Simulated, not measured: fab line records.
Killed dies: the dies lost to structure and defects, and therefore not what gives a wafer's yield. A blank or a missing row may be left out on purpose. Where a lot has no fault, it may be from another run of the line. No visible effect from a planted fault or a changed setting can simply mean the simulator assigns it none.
fab line records | flow n5Finfet
record: lots: 4 wafers: 12 lastDay: 18
route steps=1938 shown SD_EPI_P@319 SD_ACTIVATION@330 ILD0@335 SDB@347 BEOL_M4@1111 PASSIVATION@1936
lots that met no fault: from a run of the same line without faults
startH: hours from the record's first day to the start of the lot's first wafer shown | waitH: hours since the lot's step before | " unchanged from the row above | L1.1+2: several wafers, shown together as one row | - value missing, or start not given | * or withheld: withheld | < > ~ a bound
route shown NAME@n: NAME is a module with steps in the file, n the number in the route of the first one | usual: mean/standard deviation of fault-free wafers | same: alike in all rows | chamber/n: place in a boat | sites: each site's reading | _std_site: the standard deviation of these | _edge_site: the outer-site mean with the inner-site mean subtracted | radiusMm: how far each site lies from the wafer's centre | mask NAME#n: copy n | behind: the tool/chamber that last shaped the wafer | hold: cause of the lot's hold/its duration in hours/its outcome | device: the transistor (n, p or np) that didn't switch | end of line: the same wafers' tests at the end of the route | a step with no rows: only its recipe | killed: at the first sort, the dies lost to defects and structure; wafer yield is something else | map: per-die view of a wafer (x killed, . not killed, _ where there is no die)
set.NAME: the setting the step ran with; set.NAME@STEP: the setting that earlier step ran with | model.NAME: the simulator's own value behind a step, which no gauge read
a table for each step, a row for each wafer; lots at some steps of the route
services: a tool's chamber out of use, with start hour (startH, from the record's first day; less than 0 if before it), hours out, and reason
== steps ==
step: N5_SD_EPI_P_PRECLEAN_51
recipe: chemistry: NF3:NH3 afsCycles: 1 tempC: 30 timeS: 20 sublimationTempC: 180 sublimationTimeS: 60 pressureTorr: 3 rfPowerW: 30
step: N5_SD_EPI_P_VAPOR_ETCH_44
recipe: chemistry: NF3/Ar target: SiGe30 tempC: 25 timeS: 3.3 mode: isotropic
step: N5_SD_EPI_P_EPI_21
recipe: material: SiGe:B dopant: B tempC: 550 pressureTorr: 20 ambient: H2 timeS: 355
step: N5_SD_EPI_P_HM_STRIP_48
recipe: chemistry: H3PO4 tempC: 160 material: SiNx target: SiNx targetDepthA: 30 overetchFraction: 0.3
step: N5_SD_EPI_P_SRD_49
recipe: dry: ipaMarangoni timeS: 30 tempC: 23 rinseLiquid: diw
step: N5_SD_EPI_P_PRECLEAN_24
recipe: chemistry: O3/DIW timeS: 45 tempC: 22 o3Ppm: 10
step: N5_SD_EPI_P_PRECLEAN_32
recipe: chemistry: dHF timeS: 10 dilution: 500:1 tempC: 25
step: N5_SD_EPI_P_PRECLEAN_33
recipe: chemistry: SC2 timeS: 45 tempC: 35 mix: 1:1:50
step: N5_SD_EPI_P_SRD_25
recipe: timeS: 30 tempC: 23 rinseLiquid: diw dry: ipaMarangoni
step: N5_SD_ACTIVATION_RTA_00
recipe: tempC: 975 timeS: 0 ambient: N2 idleTempC: 600 rampUpCPerS: 150 rampDownCPerS: 60 coolToC: 600
step: N5_SD_ACTIVATION_LSA_01
recipe: tempC: 1080 timeS: 0.0008 ambient: N2
usual: wafer_temp_C_max: 1086.7/2.5
columns lot.wafer tool chamber startH waitH wafer_temp_C_max
L280.2 laserAnneal-01 0 58.75 0.2 1088.9
L280.4 " 0 " " 1086.6
L280.6 " 0 " " 1087.2
L294.3 laserAnneal-01 0 141.05 0.2 1056.5
L294.5 " 0 " " 1055.5
L294.6 " 0 " " 1056.7
L296.1 laserAnneal-01 0 153.57 0.2 1058.5
L296.4 " 0 " " 1056.7
L296.5 " 0 " " 1056.9
L299.1 laserAnneal-02 0 172.35 0.2 1087.5
L299.2 " 0 " " 1084.2
L299.6 " 0 " " 1083.4
step: N5_SD_ACTIVATION_RS_MEAS_03
recipe: thkMeasGauge: four-point-probe
usual: RS_SD_N: 21.8/0.31 RS_SD_P: 56.1/0.83
columns lot.wafer tool chamber startH waitH RS_SD_N[ohm/sq] RS_SD_P[ohm/sq]
L280.2 filmMetro-02 - 58.96 0.2 21.9 55.8
L280.4 " - " " 21.7 56.3
L280.6 " - " " 21.7 56.6
L294.3 filmMetro-02 - 141.25 0.2 25.7 56.4
L294.5 " - " " 25.6 57.3
L294.6 " - " " 25.5 56.6
L296.1 filmMetro-01 - 153.79 0.2 25.3 58.3
L296.4 " - " " 25.4 58.2
L296.5 " - " " 25.1 58.1
L299.1 filmMetro-02 - 172.55 0.2 21.6 55.7
L299.2 " - " " 22.1 55.4
L299.6 " - " " 21.8 56.2
step: N5_ILD0_LINER_00
recipe: material: SiNx targetThkA: 40 tempC: 400 aldPrecursorFamily: SiH2I2 aldCoReactant: N2/H2-plasma pulseTimeS: 1 purgeTimeS: 2 coReactantPurgeTimeS: 2 aldCycles: 80 pressureTorr: 2
step: N5_ILD0_FCVD_FILL_01
recipe: material: SiO2_flowable targetThkA: 2000 tempC: 100 pressureTorr: 0.8 rfW: 2000 timeS: 328.3
step: N5_ILD0_CURE_02
recipe: tempC: 450 timeS: 1800 ambient: steam idleTempC: 400 rampUpCPerMin: 5 rampDownCPerMin: 3 densificationPH2oTorr: 640
step: N5_ILD0_CMP_03
recipe: stopOn: SiNx tOverpolishS: 1.9 postCmpClean: alkalineBrush downForcePsi: 4.1491 platenRpm: 51.796 padVelocityMS: 1.0306 targetThkNm: 197.38
step: N5_ILD0_CMP_07
recipe: stopOn: poly-Si material: SiO2_flowable tOverpolishS: 1.18 postCmpClean: alkalineBrush downForcePsi: 4.1491 platenRpm: 51.796 padVelocityMS: 1.0306 targetThkNm: 138.88
step: N5_ILD0_PRECLEAN_10
recipe: chemistry: NF3:NH3 afsCycles: 5 timeS: 20 tempC: 30 sublimationTempC: 180 sublimationTimeS: 60 pressureTorr: 3 rfPowerW: 30
step: N5_ILD0_ALD_15
recipe: material: SiNx targetThkA: 240 tempC: 400 aldPrecursorFamily: SiH2I2 aldCoReactant: N2/H2-plasma pulseTimeS: 1 aldCycles: 480 purgeTimeS: 2 coReactantPurgeTimeS: 2 pressureTorr: 2
step: N5_ILD0_CMP_12
recipe: stopOn: poly-Si material: SiNx tOverpolishS: 6 postCmpClean: alkalineBrush downForcePsi: 2.5 platenRpm: 51.8 padVelocityMS: 1.0307 targetThkNm: 17.67
step: N5_SDB_HM_DEP_00
recipe: material: SiNx targetThkA: 400 tempC: 400 precursor: SiH4/NH3/N2 pressureTorr: 1.5 rfW: 300 timeS: 35.3
step: N5_SDB_COAT_03
recipe: resist: SOC tempC: 250 timeS: 60 spinRpm: 1500 resistThkNm: 100
step: N5_SDB_COAT_04
recipe: resist: SiARC tempC: 220 timeS: 60 spinRpm: 1500 resistThkNm: 18
step: N5_SDB_COAT_05
recipe: resist: CAR-ArF spinRpm: 1500 resistThkNm: 90
step: N5_SDB_EBR_07
recipe: solvent: PGMEA ebrWidthMm: 1.5
step: N5_SDB_SOFTBAKE_06
recipe: tempC: 110 timeS: 60 resist: CAR-ArF
step: N5_SDB_EXPOSE_08
recipe: maskId: SDB na: 1.35 sourceShape: conventional sigmaOuter: 0.5 polarization: unpolarized doseMj: 49.6
step: N5_SDB_PEB_09
recipe: pebTempC: withheld pebTimeS: 60 resist: CAR-ArF
step: N5_SDB_DEVELOP_10
recipe: developTimeS: 30 developer: TMAH resist: CAR-ArF rinseLiquid: diw dry: airSpin devTempC: 23
step: N5_SDB_DESCUM_16
recipe: chemistry: O2 timeS: 7.9 sourcePowerW: 50 biasPowerW: 20 pressureMtorr: 20 rfFrequencyHz: 2.712e+07 tempC: 40 resist: CAR-ArF o2FlowSccm: 225
step: N5_SDB_ETCH_17
recipe: chemistry: CF4 target: SiARC targetDepthA: 234 maskMaterial: CAR-ArF timeS: 39 ionEnergyEv: 80 pressureMtorr: 40 sourceW: 545 biasW: 36 Ar_flow_sccm: 100 cf4FlowSccm: 100 ends: cleared
step: N5_BEOL_M4_RC_MEAS_101
usual: DIBL_N: 36.6/1.3 DIBL_P: 36.4/1.4 IOFF_N: 0.167/0.023 IOFF_P: 0.219/0.029 ION_N: 678/8.7 ION_P: 464/6.4 RC_DENSE_N: 19.0/0.39 RC_N: 15.5/0.3 REXT_N: 75.4/1.4 RS_SD_N: 28.3/0.41 SS_N: 71.5/0.53 SS_P: 73.4/0.57 VT_N: 248.5/2.8 VT_P: -249/3.1
columns lot.wafer tool chamber startH waitH DIBL_N[mV/V] DIBL_P[mV/V] IOFF_N[nA/um] IOFF_P[nA/um] ION_N[uA/um] ION_P[uA/um] RC_DENSE_N[ohm.um] RC_N[ohm.um] REXT_N[ohm.um] RS_SD_N[ohm/sq] SS_N[mV/dec] SS_P[mV/dec] VT_N[mV] VT_P[mV]
L280.2 prober-01 0 185.34 0.2 35.0 34.2 0.146 0.178 678 458 19.2 15.7 73.9 28.5 70.6 72.8 248.1 -253
L280.4 " 0 " " 35.9 35.7 0.161 0.206 684 465 18.8 15.4 75.1 28.1 71.0 73.3 246.9 -250
L280.6 " 0 " " 36.5 35.7 0.169 0.199 686 461 18.7 15.2 73.0 28.1 71.4 72.8 247.2 -250
L294.3 prober-01 0 308.82 0.3 37.2 37.1 0.189 0.230 667 461 21.6 17.6 79.8 32.3 71.1 73.1 246.6 -248
L294.5 " 0 " " 35.7 35.8 0.154 0.210 663 457 21.4 17.6 80.6 32.5 71.5 73.3 249.8 -249
L294.6 " 0 " " 35.5 35.3 0.149 0.201 669 459 21.4 17.5 80.2 32.6 71.9 73.5 249.8 -251
L296.1 prober-01 0 317.01 0.0 37.0 37.2 0.160 0.186 673 455 22.0 17.8 81.8 31.8 72.3 73.7 250.0 -254
L296.4 " 0 " " 37.0 35.9 0.153 0.165 668 452 21.8 18.0 80.8 31.7 71.5 73.3 249.7 -256
L296.5 " 0 " " 35.2 35.3 0.137 0.165 669 454 21.8 17.7 80.9 31.6 71.5 72.6 250.5 -256
L299.1 prober-01 0 329.98 0.0 35.8 36.1 0.147 0.208 669 460 18.9 15.4 75.4 28.1 71.8 73.2 248.5 -251
L299.2 " 0 " " 36.4 37.0 0.156 0.211 675 469 19.1 15.4 75.6 28.6 71.3 73.5 250.8 -251
L299.6 " 0 " " 36.7 37.4 0.166 0.222 673 463 19.4 15.6 75.8 28.0 72.1 73.4 246.6 -251
step: N5_PASSIVATION_PROBE_49
usual: defectLimitedYield: 91.6/1.6 killed_at_M0_to_M3: 32/9.7 killed_at_M4_up: 13/4.4 killedAtContacts: 12/6.5 killedAtFrontEnd: 38/12 killedAtOther: 3.7/3 killedDies: 99/18 killedOnRim: 13/3.9 killedOpen: 66/14 killedShort: 32/7.5 sort_bin_5_function: 4.9/1 sort_bin_6_memory: 3.2/0.73 sortNPass: 1081/18 sortYieldPct: 91.6/1.6
same: grossDies: 1180 killedAtBackSide: 0 sort_bin_4_leakage[%]: 0 sort_bin_8_speed[%]: 0
columns lot.wafer tool chamber startH waitH defectLimitedYield[%] killed_at_M0_to_M3 killed_at_M4_up killedAtContacts killedAtFrontEnd killedAtOther killedDies killedOnRim killedOpen killedShort sort_bin_5_function[%] sort_bin_6_memory[%] sortNPass sortYieldPct[%]
L280.2 prober-01 - 289.48 0.1 89.2 41 20 35 27 4 127 19 87 39 6.4 4.1 1053 89.2
L280.4 prober-01 - 289.58 0.2 91.8 32 13 25 27 0 97 11 70 25 5.8 2.1 1083 91.8
L280.6 prober-01 - 289.68 0.3 91.1 34 17 23 29 2 105 18 68 35 5.3 3.4 1075 91.1
killed by level:class
L280.2 MOL_CONTACT_COAG:geometricParticle:open=28 BEOL_M0_SAQP:geometricParticle:open=11 BEOL_M0_SAQP:geometricParticle:short=10 BEOL_M1:geometricParticle:open=8 MOL_CONTACT_COAG:geometricParticle:short=7 STARTING-WAFER:geometricParticle:open=6 BEOL_M2:geometricParticle:open=4 FIN_SAQP:geometricParticle:open=3
L280.4 MOL_CONTACT_COAG:geometricParticle:open=19 STI_FIN_REVEAL:geometricParticle:open=9 BEOL_M2:geometricParticle:open=7 BEOL_M0_SAQP:geometricParticle:open=6 MOL_CONTACT_COAG:geometricParticle:short=6 BEOL_M0_SAQP:geometricParticle:short=6 BEOL_M1:geometricParticle:open=5 BEOL_M3:geometricParticle:open=5
L280.6 MOL_CONTACT_COAG:geometricParticle:open=19 BEOL_M1:geometricParticle:open=11 BEOL_M0_SAQP:geometricParticle:open=6 BEOL_M0_SAQP:geometricParticle:short=6 FIN_SAQP:geometricParticle:open=5 DUMMY_GATE:geometricParticle:open=4 ILD0:geometricParticle:short=4 MOL_CONTACT_COAG:geometricParticle:short=4
== services ==
columns tool chamber startH hours kind
laserAnneal-02 - 55.58 3.2 pm
laserAnneal-02 - 140.76 4.8 pm
== key ==
firstSign: step: N5_SD_ACTIVATION_LSA_01 reading: wafer_temp_C_max direction: down sigmas: 12 usual: * struck: *
effect: step: N5_SD_ACTIVATION_RS_MEAS_03 reading: RS_SD_N direction: up sigmas: 12 usual: 21.8 struck: 25.4
effect: step: N5_BEOL_M4_RC_MEAS_101 reading: RS_SD_N direction: up sigmas: 9.4 usual: 28.3 struck: 32.1
effect: step: N5_BEOL_M4_RC_MEAS_101 reading: RC_N direction: up sigmas: 7.4 usual: 15.5 struck: 17.7
effect: step: N5_BEOL_M4_RC_MEAS_101 reading: RC_DENSE_N direction: up sigmas: 6.8 usual: 19.0 struck: 21.7
effect: step: N5_BEOL_M4_RC_MEAS_101 reading: REXT_N direction: up sigmas: 3.7 usual: 75.4 struck: 80.7
metAt N5_SD_ACTIVATION_LSA_01
struckWafers L294.3,L294.5,L294.6,L296.1,L296.4,L296.5
onsetBetween 58.75 141.05
fault: kind: processParameterDrift tool: laserAnneal-01 chamber: - onsetH: 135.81 steps: N5_SD_ACTIVATION_LSA_01 channel: tempC offset: * shape: step endH: 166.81 stated: *
